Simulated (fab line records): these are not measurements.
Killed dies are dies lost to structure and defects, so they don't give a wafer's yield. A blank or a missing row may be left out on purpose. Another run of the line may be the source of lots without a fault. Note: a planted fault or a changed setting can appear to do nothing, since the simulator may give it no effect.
Matching of chambers :: flow nand_harc :: rie_diel-08 running NHARC_P_GATE_DESCUM_93: 4 sister chambers
The step chemistry O2, time 3 s. 8 wafers are shown with their chamber, then 9 later ones without.

## WAFERS, EACH WITH ITS CHAMBER
wafer: L077.2
chamber: 2
showerhead_plenum_p_Torr (Torr): 1.79
drypump_motor_current_A (A): 5.4

wafer: L080.5
chamber: 0
showerhead_plenum_p_Torr (Torr): 1.81
drypump_motor_current_A (A): 5.9

wafer: L090.2
chamber: 0
showerhead_plenum_p_Torr (Torr): 1.81
drypump_motor_current_A (A): 5.9

wafer: L090.3
chamber: 1
showerhead_plenum_p_Torr (Torr): 1.83
drypump_motor_current_A (A): 4.9

wafer: L090.4
chamber: 3
showerhead_plenum_p_Torr (Torr): 1.94
drypump_motor_current_A (A): 6.0

wafer: L091.2
chamber: 3
showerhead_plenum_p_Torr (Torr): 1.94
drypump_motor_current_A (A): 6.1

wafer: L091.5
chamber: 2
showerhead_plenum_p_Torr (Torr): 1.78
drypump_motor_current_A (A): 5.4

wafer: L091.6
chamber: 1
showerhead_plenum_p_Torr (Torr): 1.83
drypump_motor_current_A (A): 4.9

## WAFERS WITHOUT THEIR CHAMBER
wafer: L092.1
showerhead_plenum_p_Torr (Torr): 1.81
drypump_motor_current_A (A): 5.9

wafer: L092.2
showerhead_plenum_p_Torr (Torr): 1.78
drypump_motor_current_A (A): 5.4

wafer: L092.5
showerhead_plenum_p_Torr (Torr): 1.81
drypump_motor_current_A (A): 5.9

wafer: L093.2
showerhead_plenum_p_Torr (Torr): 1.78
drypump_motor_current_A (A): 5.4

wafer: L093.4
showerhead_plenum_p_Torr (Torr): 1.81
drypump_motor_current_A (A): 5.9

wafer: L093.5
showerhead_plenum_p_Torr (Torr): 1.94
drypump_motor_current_A (A): 6.1

wafer: L097.3
showerhead_plenum_p_Torr (Torr): 1.78
drypump_motor_current_A (A): 5.4

wafer: L097.4
showerhead_plenum_p_Torr (Torr): 1.94
drypump_motor_current_A (A): 6.1

wafer: L097.5
showerhead_plenum_p_Torr (Torr): 1.82
drypump_motor_current_A (A): 4.9

## CHAMBER TAKEN BY EACH
wafer: L092.1
from the rows above: 0
in truth: 0

wafer: L092.2
from the rows above: 2
in truth: 2

wafer: L092.5
from the rows above: 0
in truth: 0

wafer: L093.2
from the rows above: 2
in truth: 2

wafer: L093.4
from the rows above: 0
in truth: 0

wafer: L093.5
from the rows above: 3
in truth: 3

wafer: L097.3
from the rows above: 2
in truth: 2

wafer: L097.4
from the rows above: 3
in truth: 3

wafer: L097.5
from the rows above: 1
in truth: 1
Correct placement for 9 of the 9. From these rows, 0 cannot be placed. 0 placed wrongly.
How it was worked out, from the rows above alone: a wafer's distance from a chamber is the root of the sum, over the readings, of the square of ((its reading less the chamber's mean) divided by the reading's scatter). If the next closest chamber is less than 2 further off than the closest, the wafer can't be placed; otherwise it belongs to the closest. Each chamber's mean is taken over the wafers shown for it. The scatter is the square root of a quotient: the sum, over the shown wafers, of each reading's squared deviation from its chamber's mean, divided by wafers minus chambers.
